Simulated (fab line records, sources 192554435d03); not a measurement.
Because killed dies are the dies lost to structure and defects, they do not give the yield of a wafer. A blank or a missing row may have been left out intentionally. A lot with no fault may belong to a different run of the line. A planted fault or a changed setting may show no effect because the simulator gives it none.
Which tool was responsible? / flow n5-finfet / Sampling: 14 lots, 42 wafers, 4 of 1938 route steps

WHAT THE GAUGES READ, wafer by wafer
Not one reading of a measure or inspect step in the record can be checked against a usual standard deviation.

WHAT TOOL EACH LOT RAN ON (gives the tool, then ch and the chambers of the sampled wafers, and finally the start)
lot=L661; N5_HKMG_FIN_STRIP_93=rie-diel-01 ch 0,2, day 4 10:34; N5_HKMG_FIN_ALD_79=ald-metal-03 ch 1,2, day 4 11:13; N5_HKMG_FIN_DEVELOP_11=litho-track-05 ch 0, day 4 13:12; N5_HKMG_FIN_ETCH_32=rie-diel-01 ch 0,3, day 4 13:26
lot=L662; N5_HKMG_FIN_STRIP_93=rie-diel-01 ch 1,2, day 4 14:58; N5_HKMG_FIN_ALD_79=ald-metal-01 ch 0,1,2, day 4 15:36; N5_HKMG_FIN_DEVELOP_11=litho-track-05 ch 0, day 4 17:20; N5_HKMG_FIN_ETCH_32=rie-diel-06 ch 0,2,3, day 4 17:35
lot=L663; N5_HKMG_FIN_STRIP_93=rie-diel-06 ch 0,1, day 4 22:38; N5_HKMG_FIN_ALD_79=ald-metal-03 ch 0,1,3, day 4 23:17; N5_HKMG_FIN_DEVELOP_11=litho-track-03 ch 0, day 5 01:08; N5_HKMG_FIN_ETCH_32=rie-diel-01 ch 1,2,3, day 5 01:22
lot=L664; N5_HKMG_FIN_STRIP_93=rie-diel-03 ch 0,1, day 5 04:58; N5_HKMG_FIN_ALD_79=ald-metal-01 ch 0,1,2, day 5 05:36; N5_HKMG_FIN_DEVELOP_11=litho-track-05 ch 0, day 5 07:28; N5_HKMG_FIN_ETCH_32=rie-diel-01 ch 0,1,2, day 5 07:42
lot=L665; N5_HKMG_FIN_STRIP_93=rie-diel-01 ch 0,1,3, day 5 10:32; N5_HKMG_FIN_ALD_79=ald-metal-03 ch 1,2,3, day 5 11:10; N5_HKMG_FIN_DEVELOP_11=litho-track-01 ch 0, day 5 13:08; N5_HKMG_FIN_ETCH_32=rie-diel-06 ch 0,1,3, day 5 13:22
lot=L668; N5_HKMG_FIN_STRIP_93=rie-diel-01 ch 1,3, day 6 03:08; N5_HKMG_FIN_ALD_79=ald-metal-03 ch 1,3, day 6 03:48; N5_HKMG_FIN_DEVELOP_11=litho-track-03 ch 0, day 6 05:32; N5_HKMG_FIN_ETCH_32=rie-diel-03 ch 1,3, day 6 06:11
lot=L670; N5_HKMG_FIN_STRIP_93=rie-diel-01 ch 0,1,2, day 6 14:40; N5_HKMG_FIN_ALD_79=ald-metal-02 ch 1,3, day 6 15:18; N5_HKMG_FIN_DEVELOP_11=litho-track-05 ch 0, day 6 17:17; N5_HKMG_FIN_ETCH_32=rie-diel-01 ch 0,3, day 6 17:31
lot=L673; N5_HKMG_FIN_STRIP_93=rie-diel-01 ch 2,3, day 7 08:13; N5_HKMG_FIN_ALD_79=ald-metal-03 ch 0,3, day 7 09:04; N5_HKMG_FIN_DEVELOP_11=litho-track-03 ch 0, day 7 11:29; N5_HKMG_FIN_ETCH_32=rie-diel-01 ch 0,1,3, day 7 11:43
lot=L675; N5_HKMG_FIN_STRIP_93=rie-diel-06 ch 0,1,2, day 8 00:05; N5_HKMG_FIN_ALD_79=ald-metal-02 ch 0,2,3, day 8 00:43; N5_HKMG_FIN_DEVELOP_11=litho-track-05, day 8 02:35; N5_HKMG_FIN_ETCH_32=rie-diel-03 ch 1,2,3, day 8 02:49
lot=L676; N5_HKMG_FIN_STRIP_93=rie-diel-03 ch 0,3, day 8 02:38; N5_HKMG_FIN_ALD_79=ald-metal-02 ch 2,3, day 8 03:16; N5_HKMG_FIN_DEVELOP_11=litho-track-03, day 8 05:01; N5_HKMG_FIN_ETCH_32=rie-diel-03 ch 0,1, day 8 05:16
lot=L677; N5_HKMG_FIN_STRIP_93=rie-diel-06 ch 1,2,3, day 8 10:19; N5_HKMG_FIN_ALD_79=ald-metal-01 ch 0,2,3, day 8 10:57; N5_HKMG_FIN_DEVELOP_11=litho-track-03 ch 0, day 8 12:48; N5_HKMG_FIN_ETCH_32=rie-diel-01 ch 2,3, day 8 13:10
lot=L680; N5_HKMG_FIN_STRIP_93=rie-diel-03 ch 0,2,3, day 9 01:16; N5_HKMG_FIN_ALD_79=ald-metal-03 ch 2,3, day 9 02:07; N5_HKMG_FIN_DEVELOP_11=litho-track-01 ch 0, day 9 04:04; N5_HKMG_FIN_ETCH_32=rie-diel-06 ch 0,1,3, day 9 04:19
lot=L681; N5_HKMG_FIN_STRIP_93=rie-diel-01 ch 0,2,3, day 9 06:41; N5_HKMG_FIN_ALD_79=ald-metal-02 ch 0,1,3, day 9 07:20; N5_HKMG_FIN_DEVELOP_11=litho-track-03 ch 0, day 9 09:04; N5_HKMG_FIN_ETCH_32=rie-diel-01 ch 1,2,3, day 9 09:18
lot=L683; N5_HKMG_FIN_STRIP_93=rie-diel-01 ch 0,3, day 9 17:43; N5_HKMG_FIN_ALD_79=ald-metal-03 ch 0,1,2, day 9 18:22; N5_HKMG_FIN_DEVELOP_11=litho-track-05 ch 0, day 9 20:13; N5_HKMG_FIN_ETCH_32=rie-diel-03 ch 0,1, day 9 20:27
- N5_HKMG_FIN_STRIP_93: strips SOC in N2/H2, time 20 s.
- N5_HKMG_FIN_ALD_79: deposits TiN, target thk 1.5 nm, pulse time 1 s, purge time 3 s.
- N5_HKMG_FIN_DEVELOP_11: develop time 30 s.
- N5_HKMG_FIN_ETCH_32: etches SOC in N2/H2, target depth 240 nm, time 300 s.

AS READ BY THE TOOLS THEMSELVES (means over the sampled wafers that have a number; for cases with no such wafer, the mark the record gives instead)
N5_HKMG_FIN_STRIP_93. Usual: drypump-motor-current-A 5.8 A, standard deviation 0.46; h2-flow-sccm 300.0 sccm, standard deviation 0.92; oes-product-au 0.80 a.u., standard deviation 0.1; rf-vpp-V 54.3 V, standard deviation 0.77; showerhead-plenum-p-Torr 3.39 Torr, standard deviation 0.079; throttle-valve-pct 19.2 %, standard deviation 0.43.
lot=L661; tool=rie-diel-01; drypump-motor-current-A (A)=5.8; h2-flow-sccm (sccm)=299.9; oes-product-au (a.u.)=0.73; rf-vpp-V (V)=54.9; showerhead-plenum-p-Torr (Torr)=3.38; throttle-valve-pct (%)=19.1; flag=
lot=L662; tool=rie-diel-01; drypump-motor-current-A (A)=5.7; h2-flow-sccm (sccm)=299.3; oes-product-au (a.u.)=0.80; rf-vpp-V (V)=54.0; showerhead-plenum-p-Torr (Torr)=3.36; throttle-valve-pct (%)=18.9; flag=
lot=L663; tool=rie-diel-06; drypump-motor-current-A (A)=5.5; h2-flow-sccm (sccm)=299.3; oes-product-au (a.u.)=0.85; rf-vpp-V (V)=55.0; showerhead-plenum-p-Torr (Torr)=3.55; throttle-valve-pct (%)=19.0; flag=
lot=L664; tool=rie-diel-03; drypump-motor-current-A (A)=5.9; h2-flow-sccm (sccm)=301.0; oes-product-au (a.u.)=0.76; rf-vpp-V (V)=54.3; showerhead-plenum-p-Torr (Torr)=3.39; throttle-valve-pct (%)=19.5; flag=
lot=L665; tool=rie-diel-01; drypump-motor-current-A (A)=6.2; h2-flow-sccm (sccm)=300.2; oes-product-au (a.u.)=0.78; rf-vpp-V (V)=54.2; showerhead-plenum-p-Torr (Torr)=3.40; throttle-valve-pct (%)=19.0; flag=
lot=L668; tool=rie-diel-01; drypump-motor-current-A (A)=6.1; h2-flow-sccm (sccm)=300.3; oes-product-au (a.u.)=0.84; rf-vpp-V (V)=54.6; showerhead-plenum-p-Torr (Torr)=3.38; throttle-valve-pct (%)=18.7; flag=
lot=L670; tool=rie-diel-01; drypump-motor-current-A (A)=6.2; h2-flow-sccm (sccm)=299.4; oes-product-au (a.u.)=0.76; rf-vpp-V (V)=54.2; showerhead-plenum-p-Torr (Torr)=3.40; throttle-valve-pct (%)=18.8; flag=
lot=L673; tool=rie-diel-01; drypump-motor-current-A (A)=5.4; h2-flow-sccm (sccm)=299.8; oes-product-au (a.u.)=0.72; rf-vpp-V (V)=54.5; showerhead-plenum-p-Torr (Torr)=3.33; throttle-valve-pct (%)=19.5; flag=
lot=L675; tool=rie-diel-06; drypump-motor-current-A (A)=5.6; h2-flow-sccm (sccm)=300.0; oes-product-au (a.u.)=0.80; rf-vpp-V (V)=54.3; showerhead-plenum-p-Torr (Torr)=3.51; throttle-valve-pct (%)=19.3; flag=
lot=L676; tool=rie-diel-03; drypump-motor-current-A (A)=5.8; h2-flow-sccm (sccm)=299.5; oes-product-au (a.u.)=0.99; rf-vpp-V (V)=53.8; showerhead-plenum-p-Torr (Torr)=3.34; throttle-valve-pct (%)=19.1; flag=
lot=L677; tool=rie-diel-06; drypump-motor-current-A (A)=5.8; h2-flow-sccm (sccm)=299.7; oes-product-au (a.u.)=0.78; rf-vpp-V (V)=54.6; showerhead-plenum-p-Torr (Torr)=3.46; throttle-valve-pct (%)=19.4; flag=
lot=L680; tool=rie-diel-03; drypump-motor-current-A (A)=5.7; h2-flow-sccm (sccm)=300.6; oes-product-au (a.u.)=0.92; rf-vpp-V (V)=54.2; showerhead-plenum-p-Torr (Torr)=3.38; throttle-valve-pct (%)=19.1; flag=
lot=L681; tool=rie-diel-01; drypump-motor-current-A (A)=5.9; h2-flow-sccm (sccm)=300.3; oes-product-au (a.u.)=0.78; rf-vpp-V (V)=54.0; showerhead-plenum-p-Torr (Torr)=3.36; throttle-valve-pct (%)=19.1; flag=
lot=L683; tool=rie-diel-01; drypump-motor-current-A (A)=5.9; h2-flow-sccm (sccm)=299.7; oes-product-au (a.u.)=0.78; rf-vpp-V (V)=54.1; showerhead-plenum-p-Torr (Torr)=3.36; throttle-valve-pct (%)=19.3; flag=

N5_HKMG_FIN_ALD_79. Usual: heater-power-w 854 W, standard deviation 78; precursor-pulse-height-rel 1.000, standard deviation 0.017.
lot=L661; tool=ald-metal-03; heater-power-w (W)=938; precursor-pulse-height-rel=0.997; flag=
lot=L662; tool=ald-metal-01; heater-power-w (W)=837; precursor-pulse-height-rel=1.005; flag=
lot=L663; tool=ald-metal-03; heater-power-w (W)=911; precursor-pulse-height-rel=1.028; flag=
lot=L664; tool=ald-metal-01; heater-power-w (W)=833; precursor-pulse-height-rel=0.988; flag=
lot=L665; tool=ald-metal-03; heater-power-w (W)=870; precursor-pulse-height-rel=1.007; flag=
lot=L668; tool=ald-metal-03; heater-power-w (W)=897; precursor-pulse-height-rel=0.995; flag=
lot=L670; tool=ald-metal-02; heater-power-w (W)=811; precursor-pulse-height-rel=1.021; flag=
lot=L673; tool=ald-metal-03; heater-power-w (W)=852; precursor-pulse-height-rel=0.991; flag=
lot=L675; tool=ald-metal-02; heater-power-w (W)=868; precursor-pulse-height-rel=1.012; flag=
lot=L676; tool=ald-metal-02; heater-power-w (W)=891; precursor-pulse-height-rel=1.013; flag=
lot=L677; tool=ald-metal-01; heater-power-w (W)=835; precursor-pulse-height-rel=0.990; flag=
lot=L680; tool=ald-metal-03; heater-power-w (W)=779; precursor-pulse-height-rel=0.995; flag=
lot=L681; tool=ald-metal-02; heater-power-w (W)=829; precursor-pulse-height-rel=1.010; flag=
lot=L683; tool=ald-metal-03; heater-power-w (W)=873; precursor-pulse-height-rel=1.005; flag=

N5_HKMG_FIN_DEVELOP_11. Usual: chill-plate-temp-C reads 23.00 C (standard deviation 0.12).
lot=L661; tool=litho-track-05; chill-plate-temp-C (C)=23.22; flag=
lot=L662; tool=litho-track-05; chill-plate-temp-C (C)=22.98; flag=
lot=L663; tool=litho-track-03; chill-plate-temp-C (C)=22.96; flag=
lot=L664; tool=litho-track-05; chill-plate-temp-C (C)=23.06; flag=
lot=L665; tool=litho-track-01; chill-plate-temp-C (C)=22.77; flag=
lot=L668; tool=litho-track-03; chill-plate-temp-C (C)=22.97; flag=
lot=L670; tool=litho-track-05; chill-plate-temp-C (C)=22.96; flag=
lot=L673; tool=litho-track-03; chill-plate-temp-C (C)=22.88; flag=
lot=L675; tool=litho-track-05; chill-plate-temp-C (C)=-; flag=OFF
lot=L676; tool=litho-track-03; chill-plate-temp-C (C)=-; flag=OFF
lot=L677; tool=litho-track-03; chill-plate-temp-C (C)=23.18; flag=
lot=L680; tool=litho-track-01; chill-plate-temp-C (C)=22.85; flag=
lot=L681; tool=litho-track-03; chill-plate-temp-C (C)=22.99; flag=
lot=L683; tool=litho-track-05; chill-plate-temp-C (C)=22.92; flag=

N5_HKMG_FIN_ETCH_32. Usual: drypump-motor-current-A 5.8 A, standard deviation 0.45; h2-flow-sccm 200.1 sccm, standard deviation 0.59; oes-product-au 0.81 a.u., standard deviation 0.098; rf-vpp-V 524.6 V, standard deviation 1.9; showerhead-plenum-p-Torr 2.57 Torr, standard deviation 0.068; throttle-valve-pct 17.89 %, standard deviation 0.29.
lot=L661; tool=rie-diel-01; drypump-motor-current-A (A)=6.3; h2-flow-sccm (sccm)=199.6; oes-product-au (a.u.)=0.72; rf-vpp-V (V)=525.0; showerhead-plenum-p-Torr (Torr)=2.60; throttle-valve-pct (%)=18.05; flag=
lot=L662; tool=rie-diel-06; drypump-motor-current-A (A)=5.5; h2-flow-sccm (sccm)=200.3; oes-product-au (a.u.)=0.77; rf-vpp-V (V)=526.1; showerhead-plenum-p-Torr (Torr)=2.62; throttle-valve-pct (%)=18.16; flag=
lot=L663; tool=rie-diel-01; drypump-motor-current-A (A)=5.8; h2-flow-sccm (sccm)=200.2; oes-product-au (a.u.)=0.79; rf-vpp-V (V)=524.2; showerhead-plenum-p-Torr (Torr)=2.54; throttle-valve-pct (%)=17.80; flag=
lot=L664; tool=rie-diel-01; drypump-motor-current-A (A)=6.1; h2-flow-sccm (sccm)=200.0; oes-product-au (a.u.)=0.79; rf-vpp-V (V)=525.3; showerhead-plenum-p-Torr (Torr)=2.58; throttle-valve-pct (%)=17.81; flag=
lot=L665; tool=rie-diel-06; drypump-motor-current-A (A)=5.6; h2-flow-sccm (sccm)=199.9; oes-product-au (a.u.)=0.85; rf-vpp-V (V)=526.1; showerhead-plenum-p-Torr (Torr)=2.65; throttle-valve-pct (%)=17.92; flag=
lot=L668; tool=rie-diel-03; drypump-motor-current-A (A)=5.8; h2-flow-sccm (sccm)=199.2; oes-product-au (a.u.)=0.79; rf-vpp-V (V)=522.4; showerhead-plenum-p-Torr (Torr)=2.50; throttle-valve-pct (%)=17.86; flag=
lot=L670; tool=rie-diel-01; drypump-motor-current-A (A)=6.3; h2-flow-sccm (sccm)=200.0; oes-product-au (a.u.)=0.70; rf-vpp-V (V)=524.9; showerhead-plenum-p-Torr (Torr)=2.59; throttle-valve-pct (%)=18.09; flag=
lot=L673; tool=rie-diel-01; drypump-motor-current-A (A)=6.2; h2-flow-sccm (sccm)=200.4; oes-product-au (a.u.)=0.76; rf-vpp-V (V)=525.2; showerhead-plenum-p-Torr (Torr)=2.57; throttle-valve-pct (%)=17.86; flag=
lot=L675; tool=rie-diel-03; drypump-motor-current-A (A)=5.7; h2-flow-sccm (sccm)=199.8; oes-product-au (a.u.)=0.92; rf-vpp-V (V)=523.3; showerhead-plenum-p-Torr (Torr)=2.52; throttle-valve-pct (%)=17.71; flag=
lot=L676; tool=rie-diel-03; drypump-motor-current-A (A)=5.9; h2-flow-sccm (sccm)=200.2; oes-product-au (a.u.)=0.91; rf-vpp-V (V)=524.6; showerhead-plenum-p-Torr (Torr)=2.55; throttle-valve-pct (%)=17.84; flag=
lot=L677; tool=rie-diel-01; drypump-motor-current-A (A)=5.4; h2-flow-sccm (sccm)=200.4; oes-product-au (a.u.)=0.70; rf-vpp-V (V)=523.4; showerhead-plenum-p-Torr (Torr)=2.51; throttle-valve-pct (%)=18.10; flag=
lot=L680; tool=rie-diel-06; drypump-motor-current-A (A)=5.6; h2-flow-sccm (sccm)=200.3; oes-product-au (a.u.)=0.81; rf-vpp-V (V)=526.7; showerhead-plenum-p-Torr (Torr)=2.63; throttle-valve-pct (%)=17.97; flag=
lot=L681; tool=rie-diel-01; drypump-motor-current-A (A)=5.7; h2-flow-sccm (sccm)=200.5; oes-product-au (a.u.)=0.75; rf-vpp-V (V)=523.3; showerhead-plenum-p-Torr (Torr)=2.53; throttle-valve-pct (%)=17.88; flag=
lot=L683; tool=rie-diel-03; drypump-motor-current-A (A)=6.0; h2-flow-sccm (sccm)=200.1; oes-product-au (a.u.)=0.87; rf-vpp-V (V)=523.4; showerhead-plenum-p-Torr (Torr)=2.51; throttle-valve-pct (%)=17.83; flag=

THE ANSWER, worked out from the rows above alone
Rule: lot off if the mean of its wafers having a number is beyond 3 standard deviations from the usual mean. A lot without any number at a reading at which 4 lots or more have one is off too. The other lots that the step has rows for count as sound. Order of review: gauges by route order, followed by the tools' own readings, for which a lot's mean as printed above is used. At the first step where some lot is off, the reading lying furthest off is the one used; lots without a number count as furthest.
Off: L675, L676 (N5_HKMG_FIN_DEVELOP_11, chill-plate-temp-C). Without a number there: L675, L676.
A tool fits if, at that step or a process step before it, it ran every lot that is off, and no sound lot after the first of them. Of those tried, none fits.

WHAT THE SIMULATOR HAD PUT IN
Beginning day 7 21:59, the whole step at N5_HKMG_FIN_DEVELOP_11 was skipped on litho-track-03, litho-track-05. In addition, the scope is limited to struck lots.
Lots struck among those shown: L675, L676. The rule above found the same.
